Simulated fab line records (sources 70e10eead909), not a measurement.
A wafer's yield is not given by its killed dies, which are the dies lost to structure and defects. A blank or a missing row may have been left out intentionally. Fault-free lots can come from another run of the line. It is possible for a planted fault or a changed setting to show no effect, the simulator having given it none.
What tool caused it? :: flow nand_harc :: 30 wafers from 10 lots sampled at 5 of the route's 1302 steps

## WHAT THE GAUGES READ, wafer by wafer
NHARC_END_SORT_01. Usual: killed_at_array 61, standard deviation 23; killed_at_other 1.3, standard deviation 1.4; killed_at_periphery 4.0, standard deviation 2.6; killed_dies 66, standard deviation 22; killed_open 3.4, standard deviation 1.8; killed_short 2.3, standard deviation 1.4.
lot: L323
measured: day 31 12:43
on: prober-01
killed_at_array: 90 84 67
killed_at_other: 2 3 1
killed_at_periphery: 8 6 3
killed_dies: 100 93 71
killed_open: 7 4 2
killed_short: 4 1 2
flag: 

## WHICH TOOL RAN EACH LOT (tool, then ch and the chambers of the sampled wafers, then the start)
lot: L307
NHARC_A_STAIRCASE_ETCH_444: rie_diel-04 ch 1,2,3, day 19 07:29
NHARC_A_SGD_CUT_ETCH_58: rie_diel-10 ch 0,1,3, day 19 16:58
NHARC_A_SGD_CUT_STRIP_17: rie_diel-10 ch 0,1,3, day 19 22:25 or earlier
NHARC_A_SGD_CUT_ETCHBACK_24: rie_diel-03 ch 0,1,3, day 19 22:25

lot: L311
NHARC_A_STAIRCASE_ETCH_444: rie_diel-09 ch 0,1,2, day 20 14:26
NHARC_A_SGD_CUT_ETCH_58: rie_diel-13 ch 0,1,2, day 20 22:35
NHARC_A_SGD_CUT_STRIP_17: rie_diel-13 ch 0,1,2, day 21 05:47 or earlier
NHARC_A_SGD_CUT_ETCHBACK_24: rie_diel-13 ch 0,2,3, day 21 05:47

lot: L310
NHARC_A_STAIRCASE_ETCH_444: rie_diel-04 ch 0,1,3, day 20 15:04
NHARC_A_SGD_CUT_ETCH_58: rie_diel-03 ch 1,2,3, day 20 22:44
NHARC_A_SGD_CUT_STRIP_17: rie_diel-03 ch 0,1,3, day 21 05:49 or earlier
NHARC_A_SGD_CUT_ETCHBACK_24: rie_diel-10 ch 0,2, day 21 05:49

lot: L314
NHARC_A_STAIRCASE_ETCH_444: rie_diel-01 ch 1,2,3, day 21 14:53
NHARC_A_SGD_CUT_ETCH_58: rie_diel-03 ch 2,3, day 21 22:37
NHARC_A_SGD_CUT_STRIP_17: rie_diel-03 ch 0,2,3, day 22 04:47 or earlier
NHARC_A_SGD_CUT_ETCHBACK_24: rie_diel-10 ch 1,2,3, day 22 04:47

lot: L319
NHARC_A_STAIRCASE_ETCH_444: rie_diel-04 ch 0,1, day 23 21:31
NHARC_A_SGD_CUT_ETCH_58: rie_diel-13 ch 0,1,2, day 24 05:49
NHARC_A_SGD_CUT_STRIP_17: rie_diel-13 ch 0,3, day 24 12:07 or earlier
NHARC_A_SGD_CUT_ETCHBACK_24: rie_diel-10 ch 0,3, day 24 12:07

lot: L323
NHARC_A_STAIRCASE_ETCH_444: rie_diel-09 ch 0,1,2, day 26 02:13
NHARC_A_SGD_CUT_ETCH_58: rie_diel-03 ch 0,1, day 26 09:31
NHARC_A_SGD_CUT_STRIP_17: rie_diel-03 ch 0,3, day 26 15:49 or earlier
NHARC_A_SGD_CUT_ETCHBACK_24: rie_diel-13 ch 2,3, day 26 15:49

lot: L325
NHARC_A_STAIRCASE_ETCH_444: rie_diel-04 ch 1,2,3, day 27 02:09
NHARC_A_SGD_CUT_ETCH_58: rie_diel-03 ch 0,1,2, day 27 10:32
NHARC_A_SGD_CUT_STRIP_17: rie_diel-03 ch 0,1,2, day 27 19:20 or earlier
NHARC_A_SGD_CUT_ETCHBACK_24: rie_diel-13 ch 1,2,3, day 27 19:20

lot: L327
NHARC_A_STAIRCASE_ETCH_444: rie_diel-09 ch 1,2,3, day 27 13:59
NHARC_A_SGD_CUT_ETCH_58: rie_diel-13 ch 1,2, day 27 22:15
NHARC_A_SGD_CUT_STRIP_17: rie_diel-13 ch 1,3, day 28 04:23 or earlier
NHARC_A_SGD_CUT_ETCHBACK_24: rie_diel-13 ch 1,2,3, day 28 04:23

lot: L328
NHARC_A_STAIRCASE_ETCH_444: rie_diel-01 ch 0,1,3, day 27 14:18
NHARC_A_SGD_CUT_ETCH_58: rie_diel-10 ch 1,2, day 27 21:34
NHARC_A_SGD_CUT_STRIP_17: rie_diel-10 ch 1,2,3, day 28 04:14 or earlier
NHARC_A_SGD_CUT_ETCHBACK_24: rie_diel-13 ch 2,3, day 28 04:14

lot: L330
NHARC_A_STAIRCASE_ETCH_444: rie_diel-01 ch 0,1,2, day 28 01:39
NHARC_A_SGD_CUT_ETCH_58: rie_diel-10 ch 0,2,3, day 28 09:13
NHARC_A_SGD_CUT_STRIP_17: rie_diel-10 ch 0,2,3, day 28 15:23 or earlier
NHARC_A_SGD_CUT_ETCHBACK_24: rie_diel-03 ch 0,2,3, day 28 15:23
- NHARC_A_STAIRCASE_ETCH_444: etches the open film in C4F8/O2, target depth 20400 nm, time 6800 s.
- NHARC_A_SGD_CUT_ETCH_58: etches the open film in CF4, target depth 39 nm, time 65 s.
- NHARC_A_SGD_CUT_STRIP_17: strips in O2.
- NHARC_A_SGD_CUT_ETCHBACK_24: etches the open film in CH3F/O2, target depth 50 nm, time 92.857 s.

## AS READ BY THE TOOLS THEMSELVES (means over the sampled wafers that have a number; for cases with no such wafer, the mark the record gives instead)
NHARC_A_STAIRCASE_ETCH_444. Usual: chamber_pressure_mTorr 24.996 mTorr, standard deviation 0.026; oes_product_au 0.935 a.u., standard deviation 0.02; rf_vpp_V 807 V, standard deviation 6.5; run_length_s 6821.1 s, standard deviation 0.47.
lot: L307
tool: rie_diel-04
chamber_pressure_mTorr (mTorr): 24.983
oes_product_au (a.u.): 0.928
rf_vpp_V (V): 800
run_length_s (s): 6821.1
flag: 

lot: L311
tool: rie_diel-09
chamber_pressure_mTorr (mTorr): 24.973
oes_product_au (a.u.): 0.928
rf_vpp_V (V): 802
run_length_s (s): 6821.4
flag: 

lot: L310
tool: rie_diel-04
chamber_pressure_mTorr (mTorr): 24.980
oes_product_au (a.u.): 0.931
rf_vpp_V (V): 805
run_length_s (s): 6821.2
flag: 

lot: L314
tool: rie_diel-01
chamber_pressure_mTorr (mTorr): 24.991
oes_product_au (a.u.): 0.918
rf_vpp_V (V): 809
run_length_s (s): 6821.3
flag: 

lot: L319
tool: rie_diel-04
chamber_pressure_mTorr (mTorr): 25.013
oes_product_au (a.u.): 0.976
rf_vpp_V (V): 815
run_length_s (s): 6821.5
flag: 

lot: L323
tool: rie_diel-09
chamber_pressure_mTorr (mTorr): 25.012
oes_product_au (a.u.): 0.925
rf_vpp_V (V): 808
run_length_s (s): 6821.2
flag: 

lot: L325
tool: rie_diel-04
chamber_pressure_mTorr (mTorr): 24.985
oes_product_au (a.u.): 0.926
rf_vpp_V (V): 806
run_length_s (s): 6821.1
flag: 

lot: L327
tool: rie_diel-09
chamber_pressure_mTorr (mTorr): 25.002
oes_product_au (a.u.): 0.925
rf_vpp_V (V): 808
run_length_s (s): 6821.2
flag: 

lot: L328
tool: rie_diel-01
chamber_pressure_mTorr (mTorr): 25.009
oes_product_au (a.u.): 0.922
rf_vpp_V (V): 806
run_length_s (s): 6821.1
flag: 

lot: L330
tool: rie_diel-01
chamber_pressure_mTorr (mTorr): 25.031
oes_product_au (a.u.): 0.926
rf_vpp_V (V): 804
run_length_s (s): 6821.0
flag: 

NHARC_A_SGD_CUT_ETCH_58. Usual: chamber_pressure_mTorr 50.00 mTorr, standard deviation 0.044; drypump_motor_current_A 5.8 A, standard deviation 0.56; oes_product_au 1.002 a.u., standard deviation 0.0078; rf_vpp_V 151.0 V, standard deviation 1; run_length_s 86.1 s, standard deviation 0.49; showerhead_plenum_p_Torr 1.75 Torr, standard deviation 0.063; throttle_valve_pct 13.285 %, standard deviation 0.0096.
lot: L307
tool: rie_diel-10
chamber_pressure_mTorr (mTorr): 49.99
drypump_motor_current_A (A): 6.4
oes_product_au (a.u.): 1.000
rf_vpp_V (V): 151.2
run_length_s (s): 86.4
showerhead_plenum_p_Torr (Torr): 1.75
throttle_valve_pct (%): 13.284
flag: 

lot: L311
tool: rie_diel-13
chamber_pressure_mTorr (mTorr): 50.00
drypump_motor_current_A (A): 5.6
oes_product_au (a.u.): 1.016
rf_vpp_V (V): 151.0
run_length_s (s): 86.0
showerhead_plenum_p_Torr (Torr): 1.73
throttle_valve_pct (%): 13.285
flag: 

lot: L310
tool: rie_diel-03
chamber_pressure_mTorr (mTorr): 49.99
drypump_motor_current_A (A): 5.6
oes_product_au (a.u.): 0.998
rf_vpp_V (V): 151.1
run_length_s (s): 86.0
showerhead_plenum_p_Torr (Torr): 1.74
throttle_valve_pct (%): 13.285
flag: 

lot: L314
tool: rie_diel-03
chamber_pressure_mTorr (mTorr): 50.02
drypump_motor_current_A (A): 5.5
oes_product_au (a.u.): 1.002
rf_vpp_V (V): 151.8
run_length_s (s): 85.9
showerhead_plenum_p_Torr (Torr): 1.77
throttle_valve_pct (%): 13.287
flag: 

lot: L319
tool: rie_diel-13
chamber_pressure_mTorr (mTorr): 49.97
drypump_motor_current_A (A): 5.6
oes_product_au (a.u.): 1.000
rf_vpp_V (V): 150.8
run_length_s (s): 85.9
showerhead_plenum_p_Torr (Torr): 1.73
throttle_valve_pct (%): 13.282
flag: 

lot: L323
tool: rie_diel-03
chamber_pressure_mTorr (mTorr): 49.97
drypump_motor_current_A (A): 5.9
oes_product_au (a.u.): 1.002
rf_vpp_V (V): 150.8
run_length_s (s): 91.2
showerhead_plenum_p_Torr (Torr): 1.76
throttle_valve_pct (%): 13.277
flag: OFF

lot: L325
tool: rie_diel-03
chamber_pressure_mTorr (mTorr): 49.99
drypump_motor_current_A (A): 5.9
oes_product_au (a.u.): 0.995
rf_vpp_V (V): 152.2
run_length_s (s): 88.5
showerhead_plenum_p_Torr (Torr): 1.79
throttle_valve_pct (%): 13.284
flag: OFF

lot: L327
tool: rie_diel-13
chamber_pressure_mTorr (mTorr): 50.02
drypump_motor_current_A (A): 5.3
oes_product_au (a.u.): 1.006
rf_vpp_V (V): 150.8
run_length_s (s): 85.7
showerhead_plenum_p_Torr (Torr): 1.75
throttle_valve_pct (%): 13.296
flag: 

lot: L328
tool: rie_diel-10
chamber_pressure_mTorr (mTorr): 50.00
drypump_motor_current_A (A): 6.3
oes_product_au (a.u.): 1.004
rf_vpp_V (V): 150.4
run_length_s (s): 86.5
showerhead_plenum_p_Torr (Torr): 1.73
throttle_valve_pct (%): 13.285
flag: 

lot: L330
tool: rie_diel-10
chamber_pressure_mTorr (mTorr): 50.02
drypump_motor_current_A (A): 6.3
oes_product_au (a.u.): 1.010
rf_vpp_V (V): 150.8
run_length_s (s): 86.4
showerhead_plenum_p_Torr (Torr): 1.79
throttle_valve_pct (%): 13.284
flag: 

NHARC_A_SGD_CUT_STRIP_17. Usual: chamber_pressure_mTorr 60.00 mTorr, standard deviation 0.056; drypump_motor_current_A 5.8 A, standard deviation 0.57; oes_product_au 1.001 a.u., standard deviation 0.0074; rf_vpp_V 57.8 V, standard deviation 0.88; showerhead_plenum_p_Torr 3.49 Torr, standard deviation 0.13; throttle_valve_pct 17.037 %, standard deviation 0.0086.
lot: L307
tool: rie_diel-10
chamber_pressure_mTorr (mTorr): 59.97
drypump_motor_current_A (A): 6.5
oes_product_au (a.u.): 1.008
rf_vpp_V (V): 57.3
showerhead_plenum_p_Torr (Torr): 3.50
throttle_valve_pct (%): 17.037
flag: 

lot: L311
tool: rie_diel-13
chamber_pressure_mTorr (mTorr): 60.00
drypump_motor_current_A (A): 5.6
oes_product_au (a.u.): 1.008
rf_vpp_V (V): 57.6
showerhead_plenum_p_Torr (Torr): 3.45
throttle_valve_pct (%): 17.044
flag: 

lot: L310
tool: rie_diel-03
chamber_pressure_mTorr (mTorr): 60.02
drypump_motor_current_A (A): 5.5
oes_product_au (a.u.): 0.997
rf_vpp_V (V): 58.7
showerhead_plenum_p_Torr (Torr): 3.51
throttle_valve_pct (%): 17.037
flag: 

lot: L314
tool: rie_diel-03
chamber_pressure_mTorr (mTorr): 60.04
drypump_motor_current_A (A): 5.5
oes_product_au (a.u.): 1.001
rf_vpp_V (V): 58.4
showerhead_plenum_p_Torr (Torr): 3.56
throttle_valve_pct (%): 17.033
flag: 

lot: L319
tool: rie_diel-13
chamber_pressure_mTorr (mTorr): 60.03
drypump_motor_current_A (A): 6.2
oes_product_au (a.u.): 0.997
rf_vpp_V (V): 57.3
showerhead_plenum_p_Torr (Torr): 3.39
throttle_valve_pct (%): 17.037
flag: 

lot: L323
tool: rie_diel-03
chamber_pressure_mTorr (mTorr): 59.97
drypump_motor_current_A (A): 5.2
oes_product_au (a.u.): 1.001
rf_vpp_V (V): 57.5
showerhead_plenum_p_Torr (Torr): 3.49
throttle_valve_pct (%): 17.032
flag: 

lot: L325
tool: rie_diel-03
chamber_pressure_mTorr (mTorr): 60.02
drypump_motor_current_A (A): 5.9
oes_product_au (a.u.): 0.996
rf_vpp_V (V): 57.9
showerhead_plenum_p_Torr (Torr): 3.57
throttle_valve_pct (%): 17.039
flag: 

lot: L327
tool: rie_diel-13
chamber_pressure_mTorr (mTorr): 60.02
drypump_motor_current_A (A): 5.2
oes_product_au (a.u.): 0.990
rf_vpp_V (V): 57.1
showerhead_plenum_p_Torr (Torr): 3.35
throttle_valve_pct (%): 17.042
flag: 

lot: L328
tool: rie_diel-10
chamber_pressure_mTorr (mTorr): 59.98
drypump_motor_current_A (A): 6.4
oes_product_au (a.u.): 1.010
rf_vpp_V (V): 58.0
showerhead_plenum_p_Torr (Torr): 3.52
throttle_valve_pct (%): 17.045
flag: 

lot: L330
tool: rie_diel-10
chamber_pressure_mTorr (mTorr): 59.98
drypump_motor_current_A (A): 6.3
oes_product_au (a.u.): 1.009
rf_vpp_V (V): 58.9
showerhead_plenum_p_Torr (Torr): 3.58
throttle_valve_pct (%): 17.035
flag: 

NHARC_A_SGD_CUT_ETCHBACK_24. Usual: chamber_pressure_mTorr 25.003 mTorr, standard deviation 0.022; drypump_motor_current_A 5.9 A, standard deviation 0.54; oes_product_au 0.97 a.u., standard deviation 0.037; rf_vpp_V 244.0 V, standard deviation 1.5; showerhead_plenum_p_Torr 2.43 Torr, standard deviation 0.088; throttle_valve_pct 20.664 %, standard deviation 0.0085.
lot: L307
tool: rie_diel-03
chamber_pressure_mTorr (mTorr): 24.989
drypump_motor_current_A (A): 5.5
oes_product_au (a.u.): 1.00
rf_vpp_V (V): 245.2
showerhead_plenum_p_Torr (Torr): 2.45
throttle_valve_pct (%): 20.659
flag: 

lot: L311
tool: rie_diel-13
chamber_pressure_mTorr (mTorr): 25.022
drypump_motor_current_A (A): 5.8
oes_product_au (a.u.): 0.95
rf_vpp_V (V): 243.2
showerhead_plenum_p_Torr (Torr): 2.39
throttle_valve_pct (%): 20.669
flag: 

lot: L310
tool: rie_diel-10
chamber_pressure_mTorr (mTorr): 24.983
drypump_motor_current_A (A): 6.2
oes_product_au (a.u.): 0.97
rf_vpp_V (V): 244.6
showerhead_plenum_p_Torr (Torr): 2.49
throttle_valve_pct (%): 20.662
flag: 

lot: L314
tool: rie_diel-10
chamber_pressure_mTorr (mTorr): 25.020
drypump_motor_current_A (A): 6.4
oes_product_au (a.u.): 0.99
rf_vpp_V (V): 245.0
showerhead_plenum_p_Torr (Torr): 2.45
throttle_valve_pct (%): 20.658
flag: 

lot: L319
tool: rie_diel-10
chamber_pressure_mTorr (mTorr): 25.011
drypump_motor_current_A (A): 6.4
oes_product_au (a.u.): 1.00
rf_vpp_V (V): 244.6
showerhead_plenum_p_Torr (Torr): 2.48
throttle_valve_pct (%): 20.665
flag: 

lot: L323
tool: rie_diel-13
chamber_pressure_mTorr (mTorr): 25.014
drypump_motor_current_A (A): 5.5
oes_product_au (a.u.): 1.00
rf_vpp_V (V): 243.9
showerhead_plenum_p_Torr (Torr): 2.43
throttle_valve_pct (%): 20.658
flag: 

lot: L325
tool: rie_diel-13
chamber_pressure_mTorr (mTorr): 25.018
drypump_motor_current_A (A): 5.4
oes_product_au (a.u.): 1.00
rf_vpp_V (V): 243.0
showerhead_plenum_p_Torr (Torr): 2.38
throttle_valve_pct (%): 20.657
flag: 

lot: L327
tool: rie_diel-13
chamber_pressure_mTorr (mTorr): 25.015
drypump_motor_current_A (A): 5.3
oes_product_au (a.u.): 0.92
rf_vpp_V (V): 243.4
showerhead_plenum_p_Torr (Torr): 2.38
throttle_valve_pct (%): 20.655
flag: 

lot: L328
tool: rie_diel-13
chamber_pressure_mTorr (mTorr): 24.995
drypump_motor_current_A (A): 5.5
oes_product_au (a.u.): 0.92
rf_vpp_V (V): 244.2
showerhead_plenum_p_Torr (Torr): 2.43
throttle_valve_pct (%): 20.658
flag: 

lot: L330
tool: rie_diel-03
chamber_pressure_mTorr (mTorr): 25.018
drypump_motor_current_A (A): 5.5
oes_product_au (a.u.): 1.00
rf_vpp_V (V): 244.7
showerhead_plenum_p_Torr (Torr): 2.48
throttle_valve_pct (%): 20.664
flag: 

## THE ANSWER, worked out from the rows above alone
Rule: a lot counts as off when the mean over its wafers that have a number is more than 3 standard deviations away from the usual mean. A lot without any number at a reading at which 4 lots or more have one is off too. Where the step has rows for the other lots, those lots are counted as sound. After the gauges, taken in route order, come the tools' own readings; for these a lot's mean is taken, as printed above. The first step at which some lot is off is used, and at that step the reading that is off furthest; a lot without a number counts as furthest.
Off: L323, L325, at NHARC_A_SGD_CUT_ETCH_58 (run_length_s).
If a tool, at that step or one of the process steps before it, ran each lot that is off and ran no sound lot following the first of them, it fits. One candidate fits, namely rie_diel-03 at NHARC_A_SGD_CUT_ETCH_58. Its last sound lot is L314 (day 21 22:37), its first lot that is off L323 (day 26 09:31): a fault that began between those two fits.
On the lots that are off, the tool's own readings at NHARC_A_SGD_CUT_ETCH_58 differ by more than 5 times the standard deviation of the sound lots' means, which bears it out; run_length_s reads 89.8 s there versus 86.1 s on the sound lots.

## WHAT HAD BEEN PUT IN BY THE SIMULATOR
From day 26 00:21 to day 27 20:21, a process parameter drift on rie_diel-03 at NHARC_A_SGD_CUT_ETCH_58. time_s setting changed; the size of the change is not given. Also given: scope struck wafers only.
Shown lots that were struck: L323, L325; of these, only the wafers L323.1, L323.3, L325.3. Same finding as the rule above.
